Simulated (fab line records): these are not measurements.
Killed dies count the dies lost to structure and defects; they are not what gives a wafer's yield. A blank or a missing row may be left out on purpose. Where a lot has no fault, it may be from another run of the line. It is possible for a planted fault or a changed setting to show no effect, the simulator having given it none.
Which of the tools did it? | flow nand harc | 33 wafers from 11 lots sampled at 5 of the route's 1159 steps

WHAT THE GAUGES READ, wafer by wafer
NHARC_A_M1_INSPECT_27. Usual: raw defect count 482, standard deviation 140.
lot  | measured     | on                | raw defect count | flag
L283 | day 17 12:08 | defect inspect-01 | 681 506 523      |
L284 | day 18 05:02 | defect inspect-02 | 403 218 446      |
L293 | day 20 04:26 | defect inspect-02 | 592 596 650      |
L290 | day 20 05:30 | defect inspect-02 | 457 382 416      |
L295 | day 20 23:39 | defect inspect-01 | 554 310 426      |
L296 | day 20 23:52 | defect inspect-02 | 437 629 449      |
L299 | day 22 08:20 | defect inspect-01 | 464 345 429      |
L302 | day 22 17:24 | defect inspect-01 | 515 512 935      |
L303 | day 23 01:50 | defect inspect-02 | 568 478 391      |
L304 | day 23 02:22 | defect inspect-01 | 400 447 588      |
L305 | day 23 07:03 | defect inspect-02 | 338 441 381      |

NHARC_END_SORT_01. Usual: defect limited yield 95.3 %, standard deviation 1.5; killed at array 28, standard deviation 10; killed at other 0.6, standard deviation 1.1; killed at periphery 3.6, standard deviation 2.6; killed dies 32, standard deviation 10; killed open 3.3, standard deviation 1.8; killed short 1.9, standard deviation 1.4; sort_bin_2_pct 1.5 %, standard deviation 0.61; sort_bin_3_pct 0.27 %, standard deviation 0.2; sort_bin_4_pct 3.0 %, standard deviation 1; sort n pass 645, standard deviation 10; sort rim yield pct 97.3 %, standard deviation 1.9; sort yield pct 95.3 %, standard deviation 1.5.
lot  | measured     | on        | defect limited yield (%) | killed at array | killed at other | killed at periphery | killed dies | killed open | killed short | sort_bin_2_pct (%) | sort_bin_3_pct (%) | sort_bin_4_pct (%) | sort n pass | sort rim yield pct (%) | sort yield pct (%) | flag
L283 | day 18 20:38 | prober-02 | 94.7 94.7 95.4           | 31 34 27        | 1 0 0           | 4 2 4               | 36 36 31    | 5 0 4       | 0 4 2        | 0.9 1.5 1.0        | 0.15 0.15 0.44     | 4.3 3.7 3.1        | 641 641 646 | 95.3 97.2 96.2         | 94.7 94.7 95.4     |
L284 | day 20 00:34 | prober-01 | 97.5 98.1 96.3           | 14 8 24         | 0 0 0           | 3 5 1               | 17 13 25    | 7 3 8       | 1 1 1        | 1.0 0.7 1.3        | 0.15 0 0.30        | 1.3 1.2 2.1        | 660 664 652 | 99.1 99.1 97.2         | 97.5 98.1 96.3     |
L293 | day 21 13:19 | prober-01 | 0 0 0                    | 674 674 670     | 0 3 3           | 3 0 4               | 677 677 677 | 3 6 3       | 1 2 4        | 98.5 97.6 97.5     | 0.30 0 0.30        | 1.2 2.4 2.2        | 0 0 0       | 0 0 0                  | 0 0 0              | OFF
L290 | day 21 13:20 | prober-02 | 0 0 0                    | 671 670 673     | 0 2 0           | 6 5 4               | 677 677 677 | 3 5 4       | 3 3 2        | 97.0 96.5 96.9     | 0.30 0.15 0.44     | 2.7 3.4 2.7        | 0 0 0       | 0 0 0                  | 0 0 0              | OFF
L295 | day 22 09:44 | prober-02 | 95.0 96.2 96.5           | 31 24 21        | 1 0 0           | 2 2 3               | 34 26 24    | 2 2 3       | 1 1 2        | 1.6 2.1 1.0        | 0.30 0.30 0.15     | 3.1 1.5 2.4        | 643 651 653 | 99.1 100.0 99.1        | 95.0 96.2 96.5     |
L296 | day 22 09:46 | prober-01 | 94.8 94.8 95.1           | 33 32 26        | 1 0 0           | 1 3 7               | 35 35 33    | 4 5 6       | 3 1 1        | 1.5 1.6 1.9        | 0 0 0.15           | 3.7 3.5 2.8        | 642 642 644 | 95.3 96.2 95.3         | 94.8 94.8 95.1     |
L299 | day 23 19:49 | prober-02 | 96.5 96.2 95.4           | 21 21 25        | 0 0 0           | 3 5 6               | 24 26 31    | 5 3 3       | 1 1 4        | 1.3 1.0 1.3        | 0 0 0.30           | 2.2 2.8 3.0        | 653 651 646 | 97.2 96.2 94.3         | 96.5 96.2 95.4     |
L302 | day 24 03:51 | prober-01 | 91.4 94.1 93.4           | 55 40 44        | 2 0 0           | 1 0 1               | 58 40 45    | 6 3 5       | 5 1 0        | 2.7 2.5 1.8        | 0.44 0.15 0.44     | 5.5 3.2 4.4        | 619 637 632 | 91.5 98.1 96.2         | 91.4 94.1 93.4     |
L303 | day 24 13:43 | prober-01 | 95.6 94.5 96.0           | 30 34 26        | 0 0 0           | 0 3 1               | 30 37 27    | 5 3 2       | 1 7 0        | 1.2 2.1 1.0        | 0.15 0.30 0.30     | 3.1 3.1 2.7        | 647 640 650 | 99.1 95.3 100.0        | 95.6 94.5 96.0     |
L304 | day 24 11:26 | prober-02 | 94.2 94.7 94.4           | 38 34 35        | 0 0 1           | 1 2 2               | 39 36 38    | 3 3 2       | 1 3 2        | 2.4 1.3 1.2        | 0 0.15 0.15        | 3.4 3.8 4.3        | 638 641 639 | 98.1 98.1 100.0        | 94.2 94.7 94.4     |
L305 | day 24 19:20 | prober-02 | 91.7 91.7 93.2           | 41 50 38        | 0 0 0           | 15 6 8              | 56 56 46    | 1 3 1       | 3 2 4        | 1.6 3.0 2.4        | 0.59 0.59 0.44     | 6.1 4.7 4.0        | 621 621 631 | 98.1 92.5 94.3         | 91.7 91.7 93.2     |

EACH LOT AND THE TOOL THAT RAN IT (in order: tool; ch and the chambers of the sampled wafers; start)
lot  | NHARC_A_M1_ETCH_35                 | NHARC_A_M1_PVD_21                       | NHARC_A_BONDPAD_DEP_00
L283 | rie diel-02 ch 0,1, day 17 09:19   | pvd sputter-03, day 17 12:08 or earlier | pecvd-03 ch 0,1,2, day 17 12:56
L284 | rie diel-06 ch 2,3, day 18 02:31   | pvd sputter-01, day 18 05:02 or earlier | pecvd-02 ch 0,1,2, day 18 05:46
L293 | rie diel-08 ch 0,1,2, day 20 01:27 | pvd sputter-02, day 20 04:26 or earlier | pecvd-01 ch 0,2, day 20 05:11
L290 | rie diel-06 ch 0,2, day 20 03:01   | pvd sputter-02, day 20 05:30 or earlier | pecvd-02 ch 0,2, day 20 06:14
L295 | rie diel-06 ch 0,1, day 20 21:10   | pvd sputter-03, day 20 23:39 or earlier | pecvd-02 ch 1,2, day 21 00:21
L296 | rie diel-02 ch 0,2,3, day 20 21:20 | pvd sputter-02, day 20 23:52 or earlier | pecvd-02 ch 0,1, day 21 00:41
L299 | rie diel-08 ch 0,3, day 22 05:50   | pvd sputter-03, day 22 08:20 or earlier | pecvd-02 ch 1,2, day 22 09:17
L302 | rie diel-08 ch 0,2,3, day 22 14:55 | pvd sputter-02, day 22 17:24 or earlier | pecvd-01 ch 0,2, day 22 18:16
L303 | rie diel-02 ch 0,1,3, day 22 23:19 | pvd sputter-02, day 23 01:50 or earlier | pecvd-02 ch 1,2, day 23 02:32
L304 | rie diel-06 ch 1,3, day 22 23:52   | pvd sputter-01, day 23 02:22 or earlier | pecvd-02 ch 0,2, day 23 03:04
L305 | rie diel-06 ch 1,2, day 23 04:20   | pvd sputter-03, day 23 07:03 or earlier | pecvd-02 ch 0,1, day 23 07:47
- NHARC_A_M1_ETCH_35: etches the open film in N2/H2, target depth 40 nm, overetch 12 nm, time 43.94 s.
- NHARC_A_M1_PVD_21: deposits Cu, target thk 30 nm, time 20.49 s.
- NHARC_A_BONDPAD_DEP_00: deposits SiCN, target thk 250 nm.

WHAT THE TOOLS THEMSELVES READ (means of the sampled wafers that have a number; where no wafer has one, the mark that the record gives instead)
NHARC_A_M1_ETCH_35. Usual: drypump motor current A 5.8 A, standard deviation 0.38; h2 flow sccm 150.0 sccm, standard deviation 0.46; oes product au 0.998 a.u., standard deviation 0.012; rf vpp V 431.7 V, standard deviation 1.9; showerhead plenum p Torr 2.08 Torr, standard deviation 0.06; throttle valve pct 14.170 %, standard deviation 0.0096.
lot  | tool        | drypump motor current A (A) | h2 flow sccm (sccm) | oes product au (a.u.) | rf vpp V (V) | showerhead plenum p Torr (Torr) | throttle valve pct (%) | flag
L283 | rie diel-02 | 5.9                         | 150.0               | 0.994                 | 432.3        | 2.10                            | 14.170                 |
L284 | rie diel-06 | 5.6                         | 150.4               | 1.002                 | 432.5        | 2.13                            | 14.169                 |
L293 | rie diel-08 | 5.5                         | 150.1               | 0.985                 | 430.1        | 2.04                            | 14.167                 |
L290 | rie diel-06 | 5.5                         | 150.0               | 0.995                 | 431.9        | 2.10                            | 14.173                 |
L295 | rie diel-06 | 6.1                         | 150.2               | 0.995                 | 431.4        | 2.04                            | 14.173                 |
L296 | rie diel-02 | 5.8                         | 150.2               | 0.997                 | 430.6        | 2.06                            | 14.171                 |
L299 | rie diel-08 | 5.0                         | 150.1               | 1.004                 | 432.5        | 2.12                            | 14.176                 |
L302 | rie diel-08 | 5.3                         | 149.9               | 0.993                 | 431.9        | 2.09                            | 14.171                 |
L303 | rie diel-02 | 5.9                         | 149.8               | 0.999                 | 431.0        | 2.05                            | 14.170                 |
L304 | rie diel-06 | 6.1                         | 150.4               | 1.007                 | 433.0        | 2.12                            | 14.183                 |
L305 | rie diel-06 | 5.7                         | 150.1               | 0.994                 | 431.7        | 2.07                            | 14.173                 |

NHARC_A_M1_PVD_21. Usual: throttle valve pct 30.4 %, standard deviation 1.1.
lot  | tool           | throttle valve pct (%) | flag
L283 | pvd sputter-03 | 30.1                   |
L284 | pvd sputter-01 | 30.0                   |
L293 | pvd sputter-02 | 30.9                   |
L290 | pvd sputter-02 | 30.9                   |
L295 | pvd sputter-03 | 29.8                   |
L296 | pvd sputter-02 | 30.5                   |
L299 | pvd sputter-03 | 29.9                   |
L302 | pvd sputter-02 | 30.5                   |
L303 | pvd sputter-02 | 31.3                   |
L304 | pvd sputter-01 | 30.2                   |
L305 | pvd sputter-03 | 29.9                   |

NHARC_A_BONDPAD_DEP_00. Usual: chamber pressure Torr 3.000 Torr, standard deviation 0.0065; heater power outer w 330 W, standard deviation 45; heater power w 586 W, standard deviation 92; showerhead vpp V 1318 V, standard deviation 82; susceptor temp C 369.98 C, standard deviation 0.22.
lot  | tool     | chamber pressure Torr (Torr) | heater power outer w (W) | heater power w (W) | showerhead vpp V (V) | susceptor temp C (C) | flag
L283 | pecvd-03 | 2.993                        | 344                      | 596                | 1431                 | 369.84               |
L284 | pecvd-02 | 2.993                        | 320                      | 589                | 1276                 | 369.94               |
L293 | pecvd-01 | -                            | -                        | -                  | -                    | -                    | OFF
L290 | pecvd-02 | -                            | -                        | -                  | -                    | -                    | OFF
L295 | pecvd-02 | 3.005                        | 371                      | 706                | 1284                 | 369.97               |
L296 | pecvd-02 | 3.003                        | 383                      | 695                | 1290                 | 369.93               |
L299 | pecvd-02 | 3.009                        | 375                      | 720                | 1278                 | 370.04               |
L302 | pecvd-01 | 3.001                        | 303                      | 503                | 1283                 | 369.98               |
L303 | pecvd-02 | 2.995                        | 339                      | 658                | 1297                 | 370.01               |
L304 | pecvd-02 | 2.996                        | 268                      | 511                | 1245                 | 369.82               |
L305 | pecvd-02 | 3.003                        | 336                      | 590                | 1258                 | 369.94               |

THE ANSWER, worked out from the rows above alone
Rule: a lot counts as off when the mean over its wafers that have a number is more than 3 standard deviations away from the usual mean. Also off: a lot with no number at a reading for which 4 or more lots have one. Where the step has rows for the other lots, those lots are counted as sound. The gauges are gone through in route order, then the tools' own readings, and for those a lot's mean is taken as printed above. The first step at which some lot is off is used, and at that step the reading that is off furthest; a lot without a number counts as furthest.
Off, at NHARC_END_SORT_01 on sort_bin_2_pct: L293, L290.
If a tool, at a process step before that reading, ran all the lots that are off and no sound lot after the first of them, it fits. Not tried: the gauges at NHARC_END_SORT_01; whatever is off there is also off at NHARC_A_BONDPAD_DEP_00, on other tools, and gauge error can't account for it. With no start given for some of its lots, NHARC_A_M1_PVD_21 uses the hours and lot order of NHARC_A_M1_INSPECT_27. No candidate that was tried fits.

WHAT THE SIMULATOR HAD INSERTED
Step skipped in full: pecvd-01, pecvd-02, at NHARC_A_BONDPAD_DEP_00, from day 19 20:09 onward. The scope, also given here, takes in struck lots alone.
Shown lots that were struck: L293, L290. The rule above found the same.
